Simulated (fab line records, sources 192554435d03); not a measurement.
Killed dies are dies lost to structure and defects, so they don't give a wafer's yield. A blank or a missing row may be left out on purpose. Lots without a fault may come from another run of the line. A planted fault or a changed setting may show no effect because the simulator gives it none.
Split-lot experiment | flow n5_finfet | 7 lots, 21 wafers read, on a route of 1938 steps

THE SPLIT
At N5_BEOL_M5_TRENCH_ETCH_37 (etches SiCOH lowk in C4F6/O2, target depth 71.652 nm, time 24.7 s), the setting time_s was moved away from the recipe's 24.7 s on 7 of the 21 wafers read, by -11.4% to +21.6%. The other wafers ran this setting at the recipe's value.

FROM THE SPLIT TO THE READING: what the file shows between them, 10 steps
- N5_BEOL_M5_ETCH_41: etches SiCN in CH3F/O2, target depth 31.5 nm, time 56.7 s
- N5_BEOL_M5_STRIP_91: strips in N2/H2, time 10 s
- N5_BEOL_M5_OCD_MEAS_38
- N5_BEOL_M5_HM_STRIP_39: strips TiN in peroxide tin strip, target depth 25 nm, time 158 s
- N5_BEOL_M5_SRD_40: time 30 s
- N5_BEOL_M5_ECD_50: material Cu, target thk 300 nm
- N5_BEOL_M5_ANNEAL_51: time 90 s
- N5_BEOL_M5_CMP_52: polishes, stops on SiCOH lowk, t overpolish 6.9 s, target thk 62 nm
- N5_BEOL_M5_THK_MEAS_53: measures by xrf
- N5_BEOL_M5_DEP_56: deposits SiCN from 3MS/NH3, target thk 8 nm, time 14 s (also split here: time_s)

THE READING
M5_RS, in ohm/sq, at N5_BEOL_M5_RS_MEAS_57 (measures by four-point-probe). Fault-free wafers of this fab line usually give 0.395 ohm/sq, standard deviation 0.013 ohm/sq.

wafer  | tool, chamber at the split | time_s as run, s | against the recipe | M5_RS, ohm/sq | against lot-mates on the recipe
L076.1 | rie_diel-02, 0             | 24.7             | recipe             | 0.397         | -
L076.2 | rie_diel-02, 1             | 24.7             | recipe             | 0.389         | -
L076.6 | rie_diel-02, 0             | 24.7             | recipe             | 0.394         | -
L075.1 | rie_diel-04, 3             | 28.38            | +14.9%             | 0.321         | -0.077
L075.3 | rie_diel-04, 0             | 28.38            | +14.9%             | 0.351         | -0.047
L075.6 | rie_diel-04, 1             | 24.7             | recipe             | 0.398         | -
L085.4 | rie_diel-04, 3             | 24.7             | recipe             | 0.403         | -
L085.5 | rie_diel-04, 1             | 28.38            | +14.9%             | 0.326         | -0.077
L085.6 | rie_diel-04, 2             | 28.38            | +14.9%             | 0.322         | -0.081
L091.4 | rie_diel-02, 1             | 24.7             | recipe             | 0.402         | -
L091.5 | rie_diel-02, 3             | 24.7             | recipe             | 0.375         | -
L091.6 | rie_diel-02, 0             | 30.03            | +21.6%             | 0.309         | -0.080
L094.1 | rie_diel-05, 0             | 24.7             | recipe             | 0.385         | -
L094.2 | rie_diel-05, 2             | 24.7             | recipe             | 0.388         | -
L094.3 | rie_diel-05, 3             | 24.7             | recipe             | 0.380         | -
L095.2 | rie_diel-05, 0             | 21.88            | -11.4%             | 0.470         | +0.080
L095.3 | rie_diel-05, 3             | 24.7             | recipe             | 0.390         | -
L095.6 | rie_diel-05, 0             | 21.88            | -11.4%             | 0.474         | +0.084
L097.1 | rie_diel-02, 1             | 24.7             | recipe             | 0.410         | -
L097.3 | rie_diel-02, 2             | 24.7             | recipe             | 0.392         | -
L097.4 | rie_diel-02, 0             | 24.7             | recipe             | 0.414         | -

THE FIT
A straight line over all 21 wafers: M5_RS changes by -0.00476 ohm/sq for each +1% of time_s; r = -0.95; the points scatter about the line by 0.013 ohm/sq.
The same after taking each lot's own level away (the mean of its wafers on the recipe; 21 wafers): -0.00499 ohm/sq for each +1%; r = -0.96; scatter 0.013 ohm/sq.
On that fit, the largest move of time_s shifts the reading by 0.11 ohm/sq.
The lots' own levels span 0.3843 to 0.4053 ohm/sq, that is 1.6 times the standard deviation above.
So the lot-to-lot level changes the slope little: the two slopes agree.
Check: with one of the wafers moved furthest among these (+21.6%) left out of the fit, the line predicts -0.113 ohm/sq for it against its lot-mates. It came out at -0.0795 ohm/sq against them.

OTHER SPLITS ON THESE WAFERS
These wafers also went through other splits before the reading. Each is held against what the fit with the lots' levels taken away leaves over:
other split on the same wafers | wafers away from the commonest value | r with M5_RS (lot level and that fit taken away)
N5_BEOL_M4_DESCUM_33 time_s    | 7                                    | -0.29
N5_BEOL_M5_ETCH_68 time_s      | 3                                    | +0.04
N5_BEOL_M5_DEP_56 time_s       | 11                                   | -0.11

THE WHOLE CHAIN: every reading that the file lists as answering this split, in the file's order
step                      | what it does                                                        | reading                                                                      | change (the file's fit)               | r (the file's)
N5_BEOL_M5_TRENCH_ETCH_37 | etches SiCOH lowk in C4F6/O2, target depth 71.652 nm, time 24.7 s   | BEOL_M5.feature_depth_nm (the simulator's own value, which no gauge read)    | +0.649 nm for each +1% of the setting | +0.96
N5_BEOL_M5_TRENCH_ETCH_37 | etches SiCOH lowk in C4F6/O2, target depth 71.652 nm, time 24.7 s   | etch.depth_nm (the simulator's own value, which no gauge read)               | +0.652 nm for each +1% of the setting | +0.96
N5_BEOL_M5_OCD_MEAS_38    |                                                                     | trench_depth_nm                                                              | +0.64 nm for each +1% of the setting  | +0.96
N5_BEOL_M5_CMP_52         | polishes, stops on SiCOH lowk, t overpolish 6.9 s, target thk 62 nm | Cu_of_BEOL_M5_ECD_50.thk_nm (the simulator's own value, which no gauge read) | +0.667 nm for each +1% of the setting | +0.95
N5_BEOL_M5_THK_MEAS_53    | measures by xrf                                                     | M5_THK                                                                       | +0.665 for each +1% of the setting    | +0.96
N5_BEOL_M5_RS_MEAS_57     | measures by four-point-probe                                        | M5_RS                                                                        | -0.00456 for each +1% of the setting  | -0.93

THE FILE'S OWN FIT
M5_RS changes by -0.00456 ohm/sq for each +1% of time_s, r = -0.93.
